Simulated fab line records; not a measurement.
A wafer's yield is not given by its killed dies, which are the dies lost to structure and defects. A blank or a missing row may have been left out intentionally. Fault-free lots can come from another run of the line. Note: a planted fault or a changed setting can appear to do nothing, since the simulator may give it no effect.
fab line records	flow n5-finfet
[record] lots = 11	wafers = 31	last-day = 18
route steps=1938 shown BEOL_M4@1111 BEOL_M11@1551 PASSIVATION@1936
lots with no fault: from the same line, run without faults
start-h: hours from the record's opening day to when the first of the lot's shown wafers began	wait-h: hours elapsed since this lot's preceding step	" repeats the value in the row above	L1.1+2: one row covering several wafers at once	- no value, or no start was given	* or withheld: withheld	< > ~ a bound
route shown NAME@n: NAME is a module with steps in the file, n the number in the route of the first one	usual: the fault-free wafers' mean and standard deviation	same: alike in all rows	chamber/n: place in a boat	sites: each site's reading	_std_site: standard deviation across them	_edge_site: outer sites' mean less inner sites'	radius-mm: how far each site lies from the wafer's centre	mask NAME#n: copy n	behind: the most recent tool/chamber to have shaped the wafer	hold: the reason the lot was held/the length of the hold in hours/how it ended	device: which transistor (n, p or np) failed to switch	end of line: the same wafers' tests at the end of the route	a step without rows: its recipe alone	killed: count of dies lost to structure and defects at first sort (not the wafer's yield)	map: the dies of a wafer, with x for killed, . for not killed, _ for no die there
set.NAME: the setting the step ran with; set.NAME@STEP: the setting that earlier step ran with	model.NAME: the simulator's own value behind a step, which no gauge read
a sample of lots followed through the steps of the route, with each step as a table and each wafer as a row
services: a tool's chamber out of use, with start hour (start-h, from the record's first day; less than 0 if before it), hours out, and reason
[[steps]]
[step N5_BEOL_M4_RC_MEAS_101]
[usual] DIBL_N = 36.0/2.2	DIBL_P = 36.2/2.4	IOFF_N = 0.16/0.035	IOFF_P = 0.21/0.037	ION_N = 672/13	ION_P = 461/7	SS_N = 71.4/0.69	SS_P = 73.2/0.75	VT_N = 250/3.4	VT_P = -251/3
lot.wafer	tool	chamber	start-h	wait-h	DIBL_N[mV/V]	DIBL_P[mV/V]	IOFF_N[nA/um]	IOFF_P[nA/um]	ION_N[uA/um]	ION_P[uA/um]	SS_N[mV/dec]	SS_P[mV/dec]	VT_N[mV]	VT_P[mV]
L889.2	prober-01	0	202.54	0.2	38.5	37.1	0.18	0.22	671	458	72.7	73.8	247	-250
L889.3	"	0	"	"	39.2	37.9	0.21	0.24	679	458	71.8	73.9	248	-246
L888.1	prober-02	0	207.70	0.0	33.4	33.8	0.13	0.17	678	460	70.8	72.1	252	-251
L888.4	"	0	"	"	30.8	32.2	0.10	0.16	659	462	70.2	72.1	257	-254
L888.6	"	0	"	"	33.7	34.7	0.14	0.19	679	465	70.8	72.4	249	-253
L891.1	prober-02	0	232.31	0.0	34.8	35.5	0.14	0.20	672	463	70.9	73.6	252	-252
L891.3	"	0	"	"	34.9	35.1	0.14	0.20	666	462	70.7	72.9	251	-248
L891.6	"	0	"	"	33.5	34.3	0.12	0.18	661	457	70.3	72.7	254	-251
L892.2	prober-02	0	236.88	0.2	37.0	39.5	0.18	0.26	667	465	72.0	74.1	252	-250
L892.3	"	0	"	"	36.6	38.0	0.17	0.23	674	460	71.6	74.1	248	-251
L892.5	"	0	"	"	34.1	35.2	0.13	0.19	660	463	71.6	72.9	254	-254
L897.3	prober-02	0	264.73	0.3	34.0	32.1	0.13	0.18	666	458	71.1	72.2	253	-250
L897.4	"	0	"	"	36.6	35.7	0.18	0.24	673	470	72.5	73.2	246	-246
L897.6	"	0	"	"	33.7	32.3	0.12	0.18	665	460	70.4	72.5	253	-248
L900.1	prober-01	0	270.87	0.0	37.0	37.3	0.17	0.23	671	464	72.0	73.7	249	-248
L900.4	"	0	"	"	35.4	34.3	0.15	0.19	675	463	71.1	72.8	248	-253
L900.5	"	0	"	"	37.6	37.9	0.19	0.25	684	467	72.0	73.7	248	-249
L899.4	prober-02	0	271.60	0.5	37.4	37.5	0.16	0.22	669	457	71.3	73.8	252	-249
L899.5	"	0	"	"	40.8	40.8	0.24	0.28	692	470	72.7	74.1	244	-248
L902.2	prober-02	0	299.60	0.2	35.1	36.3	0.15	0.22	664	461	71.1	73.1	248	-250
L902.3	"	0	"	"	35.3	35.5	0.15	0.19	677	457	70.9	73.1	251	-252
L902.5	"	0	"	"	35.8	37.0	0.16	0.23	677	463	71.8	73.0	250	-248
L901.3	prober-02	0	302.42	0.3	35.7	36.3	0.16	0.20	673	466	71.7	73.6	251	-253
L901.5	"	0	"	"	36.6	37.7	0.17	0.22	665	464	72.0	73.7	251	-252
L901.6	"	0	"	"	34.8	36.3	0.15	0.20	669	458	71.0	73.3	250	-253
L903.1	prober-02	0	303.93	0.0	34.0	34.4	0.13	0.17	664	454	71.3	72.1	252	-252
L903.3	"	0	"	"	35.8	34.3	0.15	0.17	663	451	71.9	73.3	253	-250
L903.6	"	0	"	"	34.9	34.8	0.14	0.18	663	455	72.2	72.4	252	-253
L910.1	prober-01	0	341.10	0.0	36.0	35.5	0.14	0.20	676	466	70.8	73.0	251	-249
L910.3	"	0	"	"	37.5	37.4	0.18	0.24	682	473	71.7	73.2	249	-247
L910.4	"	0	"	"	36.2	36.2	0.16	0.21	678	466	71.3	73.0	250	-248
[step N5_BEOL_M11_INSPECT_13]
[recipe] mode = adi	inspect-instrument = brightfield
[usual] raw-defect-count = 449/110
lot.wafer	tool	chamber	start-h	wait-h	raw-defect-count
L889.2	defect-inspect-02	-	260.67	0.0	427
L889.3	"	-	"	"	465
L888.1	defect-inspect-02	-	267.99	0.0	436
L888.4	"	-	"	"	387
L888.6	"	-	"	"	405
L891.1	defect-inspect-02	-	287.70	0.0	394
L891.3	"	-	"	"	450
L891.6	"	-	"	"	462
L892.2	defect-inspect-01	-	292.60	0.0	603
L892.3	"	-	"	"	494
L892.5	"	-	"	"	434
L897.3	defect-inspect-01	-	327.10	0.0	293
L897.4	"	-	"	"	531
L897.6	"	-	"	"	475
L900.1	defect-inspect-01	-	332.79	0.0	375
L900.4	"	-	"	"	400
L900.5	"	-	"	"	367
L899.4	defect-inspect-02	-	336.25	0.0	368
L899.5	"	-	"	"	295
L903.1	defect-inspect-01	-	366.86	0.0	339
L903.3	"	-	"	"	401
L903.6	"	-	"	"	617
L902.2	defect-inspect-01	-	367.06	0.0	457
L902.3	"	-	"	"	279
L902.5	"	-	"	"	405
L901.3	defect-inspect-02	-	367.43	0.0	435
L901.5	"	-	"	"	389
L901.6	"	-	"	"	359
L910.1	defect-inspect-01	-	398.15	0.0	368
L910.3	"	-	"	"	365
L910.4	"	-	"	"	494
[step N5_BEOL_M11_CD_MEAS_28]
[recipe] target-cd-nm = 70	landing-energy-ev = 500	detector = se-inlens	polarity = opening
[usual] cd-nm = 70.0/0.82
lot.wafer	tool	chamber	start-h	wait-h	cd-nm
L889.2	cd-sem-02	0	262.46	-	70.1
L889.3	"	0	"	"	71.3
L888.1	cd-sem-02	0	270.00	-	70.5
L888.4	"	0	"	"	70.1
L888.6	"	0	"	"	70.0
L891.1	cd-sem-03	0	289.95	-	72.0
L891.3	"	0	"	"	72.1
L891.6	"	0	"	"	71.3
L892.2	cd-sem-02	0	295.03	-	70.9
L892.3	"	0	"	"	71.3
L892.5	"	0	"	"	71.3
L897.3	cd-sem-02	0	330.70	-	68.3
L897.4	"	0	"	"	69.1
L897.6	"	0	"	"	69.5
L900.1	cd-sem-02	0	335.17	-	71.6
L900.4	"	0	"	"	71.4
L900.5	"	0	"	"	69.8
L899.4	cd-sem-02	0	337.30	-	70.2
L899.5	"	0	"	"	70.1
L902.2	cd-sem-01	0	369.32	-	70.7
L902.3	"	0	"	"	70.9
L902.5	"	0	"	"	69.6
L903.1	cd-sem-02	0	369.48	-	70.1
L903.3	"	0	"	"	70.2
L903.6	"	0	"	"	69.4
L901.3	cd-sem-02	0	369.53	-	70.8
L901.5	"	0	"	"	69.3
L901.6	"	0	"	"	69.0
L910.1	cd-sem-03	0	400.77	-	70.2
L910.3	"	0	"	"	69.6
L910.4	"	0	"	"	69.9
[step N5_BEOL_M11_VIA_ETCH_34]
[recipe] chemistry = C4F6/O2	target = SiCOH_lowk	target-depth-a = 1845	mask-material = SOC	taper-deg = 4	time-s = 69.2	ion-energy-ev = 250	pressure-mtorr = 30	source-w = 345	bias-w = 185	Ar_flow_sccm = 300	C4F6_flow_sccm = 10	O2_flow_sccm = 10
[usual] C4F6_flow_sccm = 10.01/0.031	O2_flow_sccm = 10.000/0.029	drypump-motor-current-A = 5.9/0.35	oes-product-au = 0.81/0.087	rf-vpp-V = 669/13	showerhead-plenum-p-Torr = 2.88/0.071	throttle-valve-pct = 20.95/0.21
lot.wafer	tool	chamber	start-h	wait-h	C4F6_flow_sccm	O2_flow_sccm	drypump-motor-current-A	oes-product-au	rf-hours-counter-h	rf-vpp-V	showerhead-plenum-p-Torr	throttle-valve-pct
L889.2	rie-diel-01	1	262.75	0.0	10.01	9.966	5.8	0.91	13	638	2.93	21.01
L889.3	"	0	"	"	10.01	9.978	6.3	0.83	81	685	2.89	21.19
L888.1	rie-diel-02	0	270.54	0.0	10.01	10.023	5.5	0.72	190	671	2.92	21.31
L888.4	"	2	"	"	10.01	10.035	6.2	0.66	239	669	2.80	20.79
L888.6	"	1	"	"	10.03	10.004	5.7	0.88	-	673	2.92	20.85
L891.1	rie-diel-02	3	290.25	0.0	10.01	10.011	6.2	0.85	60	654	2.99	20.78
L891.3	"	1	"	"	10.02	9.966	5.7	0.86	37	674	2.92	20.83
L891.6	"	0	"	"	9.94	10.012	5.5	0.72	-	671	2.92	21.31
L892.2	rie-diel-05	1	295.39	0.0	9.97	9.986	6.0	0.73	172	687	2.82	20.88
L892.3	"	2	"	"	10.05	10.038	5.0	0.72	209	666	2.73	20.91
L892.5	"	2	"	"	10.01	9.971	5.0	0.71	-	665	2.73	20.91
L897.3	rie-diel-02	3	331.14	0.0	10.00	9.998	6.3	0.84	73	652	2.98	20.79
L897.4	"	3	"	"	10.08	10.015	6.3	0.84	-	653	2.98	20.77
L897.6	"	1	"	"	10.02	9.968	5.7	0.85	-	673	2.91	20.86
L900.1	rie-diel-02	2	335.55	0.0	10.06	9.982	6.2	0.96	1	669	2.79	20.45
L900.4	"	3	"	"	10.01	10.017	6.2	0.84	75	651	2.98	20.79
L900.5	"	0	"	"	9.96	9.998	5.5	0.72	-	670	2.91	21.33
L899.4	rie-diel-05	0	337.82	0.0	9.98	9.967	6.1	0.99	3	668	2.92	20.78
L899.5	"	1	"	"	10.04	9.926	6.0	0.72	-	685	2.81	20.92
L902.2	rie-diel-05	1	369.61	0.0	-	-	-	-	-	-	-	-
L902.3	"	2	"	"	-	-	-	-	-	-	-	-
L902.5	"	3	"	"	-	-	-	-	-	-	-	-
L903.1	rie-diel-01	0	369.78	0.0	-	-	-	-	-	-	-	-
L903.3	"	1	"	"	-	-	-	-	-	-	-	-
L903.6	"	0	"	"	-	-	-	-	-	-	-	-
L901.3	rie-diel-02	1	369.83	0.0	-	-	-	-	-	-	-	-
L901.5	"	2	"	"	-	-	-	-	-	-	-	-
L901.6	"	1	"	"	-	-	-	-	-	-	-	-
L910.1	rie-diel-01	1	401.07	0.0	9.97	9.970	5.8	0.84	58	638	2.91	21.09
L910.3	"	2	"	"	10.03	10.034	5.8	0.87	69	670	2.98	20.75
L910.4	"	3	"	"	10.02	10.008	5.8	0.79	118	673	2.86	21.07
[step N5_PASSIVATION_PROBE_49]
[usual] defect-limited-yield = 91.2/1.4	killed_at_M0_to_M3 = 34/9.4	killed_at_M4_up = 14/5.6	killed-at-contacts = 13/7.8	killed-at-front-end = 37/10	killed-at-other = 4/3.3	killed-dies = 103/17	killed-on-rim = 14/3.5	killed-open = 68/13	killed-short = 33/8.2	sort_bin_5_function = 5.1/0.92	sort_bin_6_memory = 3.3/0.71	sort_bin_8_speed = 0.01/0.043	sort-n-pass = 1077/17
[same] gross-dies = 1180	killed-at-back-side = 0	sort_bin_4_leakage[%] = 0
lot.wafer	tool	chamber	start-h	wait-h	defect-limited-yield[%]	killed_at_M0_to_M3	killed_at_M4_up	killed-at-contacts	killed-at-front-end	killed-at-other	killed-dies	killed-on-rim	killed-open	killed-short	sort_bin_5_function[%]	sort_bin_6_memory[%]	sort_bin_8_speed[%]	sort-n-pass
L889.2	prober-01	-	309.28	0.1	90.5	47	12	11	32	10	112	18	77	33	5.5	3.7	0	1068
L889.3	prober-01	-	309.33	0.1	90.0	45	17	6	45	5	118	20	76	34	5.2	4.1	0	1062
L888.1	prober-02	-	318.06	0.0	90.9	32	13	10	50	2	107	11	62	45	5.0	3.6	0	1073
L888.4	prober-02	-	318.21	0.2	92.3	32	18	1	40	0	91	13	65	26	4.2	3.4	0	1089
L888.6	prober-02	-	318.31	0.3	91.6	31	13	8	46	1	99	12	64	35	5.6	2.5	0	1081
L891.1	prober-01	-	333.99	0.0	93.6	25	12	8	29	1	75	16	45	26	4.1	2.1	0	1105
L891.3	prober-01	-	334.09	0.1	90.1	24	15	24	51	3	117	15	81	28	5.1	4.2	0	1063
L891.6	prober-01	-	334.24	0.3	89.8	39	27	19	31	4	120	17	75	37	5.8	3.5	0	1060
L892.2	prober-01	-	342.62	0.1	88.9	27	24	20	59	1	131	22	87	42	6.9	4.0	0	1049
L892.3	prober-01	-	342.67	0.1	91.3	19	24	18	42	0	103	12	75	25	5.3	3.1	0	1077
L892.5	prober-01	-	342.77	0.2	90.8	23	23	17	42	3	108	11	67	36	5.0	4.0	0	1072
L897.3	prober-02	-	372.64	0.1	91.0	54	10	16	25	1	106	19	68	33	5.3	3.1	0	1074
L897.4	prober-02	-	372.69	0.2	92.3	36	10	10	34	1	91	10	60	30	4.5	3.1	0	1089
L897.6	prober-02	-	372.79	0.3	93.1	34	12	13	20	3	82	17	60	20	4.1	2.6	0	1098
L899.4	prober-01	-	381.74	0.2	92.6	35	10	23	19	0	87	11	61	24	3.6	3.4	0.17	1093
L899.5	prober-01	-	381.79	0.2	93.1	26	6	11	30	8	81	8	47	33	3.2	3.3	0.08	1099
L900.1	prober-02	-	382.95	0.0	91.8	30	20	15	29	3	97	10	66	29	5.4	2.5	0	1083
L900.4	prober-02	-	383.10	0.2	93.1	30	12	7	30	3	82	17	56	25	4.3	2.5	0	1098
L900.5	prober-02	-	383.15	0.2	90.0	35	25	8	41	9	118	19	77	37	6.1	3.7	0	1062
L902.2	prober-01	-	409.92	0.1	0	34	1094	9	42	1	1180	152	70	28	96.3	3.3	0	0
L902.3	prober-01	-	409.97	0.1	0	32	1080	9	53	6	1180	152	71	47	96.2	3.5	0	0
L902.5	prober-01	-	410.07	0.2	0	29	1112	5	33	1	1180	152	53	23	97.5	2.5	0	0
L903.1	prober-02	-	416.83	0.0	0	30	1110	3	28	9	1180	152	51	29	97.2	2.5	0	0
L903.3	prober-02	-	416.93	0.1	0	22	1114	13	28	3	1180	152	56	24	97.2	2.5	0	0
L903.6	prober-02	-	417.08	0.3	0	32	1107	13	23	5	1180	152	60	26	96.2	3.2	0	0
L901.3	prober-02	-	418.77	0.1	0	29	1117	4	26	4	1180	152	48	22	97.3	2.6	0	0
L901.5	prober-02	-	418.87	0.2	0	30	1096	5	40	9	1180	152	68	25	96.4	3.5	0	0
L901.6	prober-02	-	418.92	0.3	0	41	1090	14	33	2	1180	152	67	25	96.8	2.7	0	0
L910.1	prober-02	-	441.01	0.1	90.8	39	12	9	44	4	108	14	81	24	5.1	3.6	0	1072
L910.3	prober-02	-	441.11	0.2	93.9	22	11	5	31	3	72	11	47	22	3.2	2.7	0.08	1108
L910.4	prober-02	-	441.16	0.3	91.3	43	18	7	33	2	103	16	68	33	4.6	3.7	0	1077
// killed by level:class
L889.2 BEOL_M2:geometric-particle:open=18 MOL_CONTACT_COAG:geometric-particle:open=9 BEOL_M0_SAQP:geometric-particle:short=8 STI_FIN_REVEAL:geometric-particle:open=7 BEOL_M0_SAQP:geometric-particle:open=7 DUMMY_GATE:geometric-particle:open=6 FIN_SAQP:geometric-particle:open=4 BEOL_M2:geometric-particle:short=4
L889.3 BEOL_M2:geometric-particle:open=12 FIN_SAQP:geometric-particle:open=9 STI_FIN_REVEAL:geometric-particle:open=9 FIN_SAQP:geometric-particle:short=7 BEOL_M0_SAQP:geometric-particle:short=7 BEOL_M0_SAQP:geometric-particle:open=7 HKMG_FIN:area-etch=7 MOL_CONTACT_COAG:geometric-particle:open=6
L888.1 STI_FIN_REVEAL:geometric-particle:open=13 BEOL_M3:geometric-particle:open=10 MOL_CONTACT_COAG:geometric-particle:open=9 ILD0:geometric-particle:short=7 STARTING-WAFER:geometric-particle:short=5 FIN_SAQP:geometric-particle:short=4 BEOL_M0:geometric-particle:open=4 BEOL_M0_SAQP:geometric-particle:short=4
L888.4 STI_FIN_REVEAL:geometric-particle:open=14 BEOL_M1:geometric-particle:open=7 BEOL_M2:geometric-particle:open=7 BEOL_M5:geometric-particle:open=7 DUMMY_GATE:geometric-particle:open=6 BEOL_M3:geometric-particle:open=6 STI_FIN_REVEAL:geometric-particle:short=5 BEOL_M3:geometric-particle:short=5
L888.6 STI_FIN_REVEAL:geometric-particle:open=17 BEOL_M0_SAQP:geometric-particle:short=12 MOL_CONTACT_COAG:geometric-particle:open=6 FIN_SAQP:geometric-particle:short=5 STI_FIN_REVEAL:geometric-particle:short=5 BEOL_M0_SAQP:geometric-particle:open=5 BEOL_M7:geometric-particle:open=4 BEOL_M0:geometric-particle:open=4
L891.1 GATE_CUT:geometric-particle:open=7 MOL_CONTACT_COAG:geometric-particle:open=6 FIN_SAQP:geometric-particle:open=5 BEOL_M1:geometric-particle:open=5 BEOL_M3:geometric-particle:open=5 BEOL_M4:geometric-particle:open=5 BEOL_M0_SAQP:geometric-particle:short=4 STARTING-WAFER:geometric-particle:short=4
L891.3 MOL_CONTACT_COAG:geometric-particle:open=21 FIN_SAQP:geometric-particle:open=15 GATE_CUT:geometric-particle:short=8 BEOL_M0_SAQP:geometric-particle:open=7 BEOL_M3:geometric-particle:open=6 STI_FIN_REVEAL:geometric-particle:open=5 HKMG_FIN:area-etch=5 STARTING-WAFER:geometric-particle:open=4
L891.6 MOL_CONTACT_COAG:geometric-particle:open=17 BEOL_M3:geometric-particle:open=9 BEOL_M0_SAQP:geometric-particle:open=8 BEOL_M4:geometric-particle:short=7 BEOL_M4:geometric-particle:open=6 DUMMY_GATE:geometric-particle:open=6 HKMG_FIN:area-etch=6 FIN_SAQP:geometric-particle:open=5
L892.2 FIN_SAQP:geometric-particle:short=20 MOL_CONTACT_COAG:geometric-particle:open=17 BEOL_M4:geometric-particle:open=13 FIN_SAQP:geometric-particle:open=12 STI_FIN_REVEAL:geometric-particle:open=9 BEOL_M2:geometric-particle:open=9 BEOL_M3:geometric-particle:open=7 STARTING-WAFER:geometric-particle:open=6
L892.3 FIN_SAQP:geometric-particle:open=14 MOL_CONTACT_COAG:geometric-particle:open=14 BEOL_M4:geometric-particle:open=11 BEOL_M2:geometric-particle:open=10 FIN_SAQP:geometric-particle:short=9 STI_FIN_REVEAL:geometric-particle:open=5 BEOL_M8:geometric-particle:open=3 STI_FIN_REVEAL:geometric-particle:short=3
L892.5 STI_FIN_REVEAL:geometric-particle:open=16 MOL_CONTACT_COAG:geometric-particle:open=12 BEOL_M4:geometric-particle:open=10 FIN_SAQP:geometric-particle:short=5 FIN_SAQP:geometric-particle:open=5 STI_FIN_REVEAL:geometric-particle:short=5 MOL_CONTACT_COAG:geometric-particle:short=5 BEOL_M0_SAQP:geometric-particle:open=5
L897.3 BEOL_M3:geometric-particle:open=18 BEOL_M0_SAQP:geometric-particle:short=17 MOL_CONTACT_COAG:geometric-particle:open=15 BEOL_M0_SAQP:geometric-particle:open=6 GATE_CUT:geometric-particle:short=5 GATE_CUT:geometric-particle:open=4 BEOL_M3:geometric-particle:short=4 BEOL_M6:geometric-particle:open=4
L897.4 MOL_CONTACT_COAG:geometric-particle:open=8 BEOL_M3:geometric-particle:open=8 BEOL_M0_SAQP:geometric-particle:short=7 BEOL_M0_SAQP:geometric-particle:open=6 STI_FIN_REVEAL:geometric-particle:open=5 STARTING-WAFER:geometric-particle:open=5 GATE_CUT:geometric-particle:open=4 BEOL_M2:geometric-particle:open=4
L897.6 MOL_CONTACT_COAG:geometric-particle:open=12 BEOL_M0_SAQP:geometric-particle:open=9 BEOL_M3:geometric-particle:open=8 FIN_SAQP:geometric-particle:open=5 BEOL_M2:geometric-particle:open=5 BEOL_M1:geometric-particle:open=4 BEOL_M6:geometric-particle:open=4 ILD0:geometric-particle:short=3
L899.4 MOL_CONTACT_COAG:geometric-particle:open=20 BEOL_M2:geometric-particle:open=8 BEOL_M0_SAQP:geometric-particle:short=7 BEOL_M0_SAQP:geometric-particle:open=5 BEOL_M3:geometric-particle:open=5 BEOL_M1:geometric-particle:open=4 BEOL_M4:geometric-particle:open=4 STI_FIN_REVEAL:geometric-particle:short=3
L899.5 MOL_CONTACT_COAG:geometric-particle:open=9 FIN_SAQP:geometric-particle:short=7 FIN_SAQP:geometric-particle:open=7 BEOL_M0_SAQP:geometric-particle:short=7 BEOL_M0_SAQP:geometric-particle:open=5 ILD0:geometric-particle:open=4 MIM_TOP_ETCH:geometric-particle:short=4 BEOL_M2:geometric-particle:open=3
L900.1 MOL_CONTACT_COAG:geometric-particle:open=10 BEOL_M4:geometric-particle:open=9 FIN_SAQP:geometric-particle:open=6 BEOL_M1:geometric-particle:open=6 STI_FIN_REVEAL:geometric-particle:open=5 MOL_CONTACT_COAG:geometric-particle:short=5 BEOL_M0_SAQP:geometric-particle:open=5 FIN_SAQP:geometric-particle:short=4
L900.4 BEOL_M3:geometric-particle:open=10 STI_FIN_REVEAL:geometric-particle:open=9 MOL_CONTACT_COAG:geometric-particle:open=7 FIN_SAQP:geometric-particle:short=6 BEOL_M0_SAQP:geometric-particle:open=5 BEOL_M0:geometric-particle:open=4 BEOL_M4:geometric-particle:open=4 GATE_CUT:geometric-particle:short=3
L900.5 BEOL_M4:geometric-particle:open=14 STI_FIN_REVEAL:geometric-particle:open=12 FIN_SAQP:geometric-particle:open=8 BEOL_M3:geometric-particle:open=8 MOL_CONTACT_COAG:geometric-particle:open=7 BEOL_M2:geometric-particle:open=6 BEOL_M0_SAQP:geometric-particle:short=6 BEOL_M0_SAQP:geometric-particle:open=4
L902.2 BEOL_M11:area-etch=1081 STI_FIN_REVEAL:geometric-particle:open=15 BEOL_M2:geometric-particle:open=10 MOL_CONTACT_COAG:geometric-particle:open=8 FIN_SAQP:geometric-particle:open=6 BEOL_M4:geometric-particle:open=6 BEOL_M0_SAQP:geometric-particle:open=5 BEOL_M0_SAQP:geometric-particle:short=5
L902.3 BEOL_M11:area-etch=1062 FIN_SAQP:geometric-particle:open=13 STI_FIN_REVEAL:geometric-particle:open=10 BEOL_M0_SAQP:geometric-particle:short=10 FIN_SAQP:geometric-particle:short=6 GATE_CUT:geometric-particle:short=6 MOL_CONTACT_COAG:geometric-particle:short=5 BEOL_M1:geometric-particle:open=5
L902.5 BEOL_M11:area-etch=1103 STI_FIN_REVEAL:geometric-particle:open=9 BEOL_M0_SAQP:geometric-particle:open=8 BEOL_M1:geometric-particle:open=6 FIN_SAQP:geometric-particle:short=5 MOL_CONTACT_COAG:geometric-particle:open=5 BEOL_M1:geometric-particle:short=5 STARTING-WAFER:geometric-particle:short=5
L903.1 BEOL_M11:area-etch=1097 BEOL_M0_SAQP:geometric-particle:open=9 BEOL_M0_SAQP:geometric-particle:short=8 STI_FIN_REVEAL:geometric-particle:open=6 BEOL_M4:geometric-particle:open=6 FIN_SAQP:geometric-particle:open=4 BEOL_M1:geometric-particle:open=4 BEOL_M3:geometric-particle:open=4
L903.3 BEOL_M11:area-etch=1100 MOL_CONTACT_COAG:geometric-particle:open=9 FIN_SAQP:geometric-particle:short=8 STI_FIN_REVEAL:geometric-particle:open=7 FIN_SAQP:geometric-particle:open=5 BEOL_M3:geometric-particle:open=5 BEOL_M0_SAQP:geometric-particle:open=5 BEOL_M4:geometric-particle:open=5
L903.6 BEOL_M11:area-etch=1091 MOL_CONTACT_COAG:geometric-particle:open=10 BEOL_M0_SAQP:geometric-particle:open=8 BEOL_M3:geometric-particle:open=8 BEOL_M2:geometric-particle:open=7 FIN_SAQP:geometric-particle:open=6 FIN_SAQP:geometric-particle:short=5 BEOL_M4:geometric-particle:open=5
L901.3 BEOL_M11:area-etch=1110 BEOL_M3:geometric-particle:open=8 STI_FIN_REVEAL:geometric-particle:open=6 BEOL_M0_SAQP:geometric-particle:open=6 BEOL_M1:geometric-particle:open=6 FIN_SAQP:geometric-particle:short=4 FIN_SAQP:geometric-particle:open=3 STI_FIN_REVEAL:geometric-particle:short=3
L901.5 BEOL_M11:area-etch=1086 BEOL_M3:geometric-particle:open=9 STI_FIN_REVEAL:geometric-particle:open=8 BEOL_M4:geometric-particle:open=8 FIN_SAQP:geometric-particle:open=6 BEOL_M1:geometric-particle:open=6 GATE_CUT:geometric-particle:short=5 MOL_CONTACT_COAG:geometric-particle:open=5
L901.6 BEOL_M11:area-etch=1087 BEOL_M3:geometric-particle:open=13 MOL_CONTACT_COAG:geometric-particle:open=12 STI_FIN_REVEAL:geometric-particle:open=9 DUMMY_GATE:geometric-particle:open=6 BEOL_M0_SAQP:geometric-particle:short=6 BEOL_M1:geometric-particle:open=6 BEOL_M0_SAQP:geometric-particle:open=4
L910.1 STI_FIN_REVEAL:geometric-particle:open=13 BEOL_M2:geometric-particle:open=11 FIN_SAQP:geometric-particle:open=8 MOL_CONTACT_COAG:geometric-particle:open=7 BEOL_M1:geometric-particle:open=7 BEOL_M0_SAQP:geometric-particle:open=6 FIN_SAQP:geometric-particle:short=5 DUMMY_GATE:geometric-particle:open=5
L910.3 FIN_SAQP:geometric-particle:short=8 STI_FIN_REVEAL:geometric-particle:open=8 DUMMY_GATE:geometric-particle:open=7 BEOL_M4:geometric-particle:open=6 BEOL_M2:geometric-particle:open=5 MOL_CONTACT_COAG:geometric-particle:open=4 BEOL_M1:geometric-particle:short=4 BEOL_M0:geometric-particle:open=3
L910.4 BEOL_M4:geometric-particle:open=13 BEOL_M3:geometric-particle:open=12 BEOL_M2:geometric-particle:open=10 FIN_SAQP:geometric-particle:short=7 BEOL_M1:geometric-particle:short=6 BEOL_M1:geometric-particle:open=6 STARTING-WAFER:geometric-particle:open=5 DUMMY_GATE:geometric-particle:open=4
[[services]]
tool	chamber	start-h	hours	kind
rie-diel-01	3	252.29	4.1	repair
rie-diel-02	-	263.90	1.7	repair
rie-diel-05	0	306.85	-	clean
rie-diel-05	0	306.85	-	consumable-replace:focus-ring
rie-diel-01	0	309.55	5.6	repair
rie-diel-02	2	313.40	-	clean
rie-diel-02	2	313.40	-	consumable-replace:focus-ring
rie-diel-02	2	313.40	18.2	scheduled-down
rie-diel-02	2	313.40	18.2	vent-cycle
rie-diel-01	-	320.61	2.8	pm
rie-diel-01	3	370.74	13.1	repair
rie-diel-02	3	383.28	7.3	repair
[[key]]
[first-sign] step = N5_BEOL_M11_VIA_ETCH_34	reading = tool-record	direction = missing
[effect] step = N5_PASSIVATION_PROBE_49	reading = killed_at_M4_up	direction = up	sigmas = 99+	usual = 14	struck = 1102
[more-kills-born-at] N5_BEOL_M11_VIA_ETCH_34@rie-diel-01 = 3288	N5_BEOL_M11_VIA_ETCH_34@rie-diel-02 = 3283	N5_BEOL_M11_VIA_ETCH_34@rie-diel-05 = 3246
met-at N5_BEOL_M11_VIA_ETCH_34
struck-lots L901,L902,L903
later-rows-left-out L901.3,L901.5,L901.6,L902.2,L902.3,L902.5,L903.1,L903.3,L903.6
not-acting-at N5_BEOL_M11_INSPECT_13,N5_BEOL_M11_CD_MEAS_28
onset-between 337.82 369.61
[fault] kind = skipped-step-whole	tool = rie-diel-01,rie-diel-02,rie-diel-05	chamber = -	onset-h = 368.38	steps = N5_BEOL_M11_VIA_ETCH_34	scope = struck-lots-only
// later-rows-left-out: the simulator's readings of these wafers behind a module that went badly wrong aren't trusted and aren't shown, but for the sort
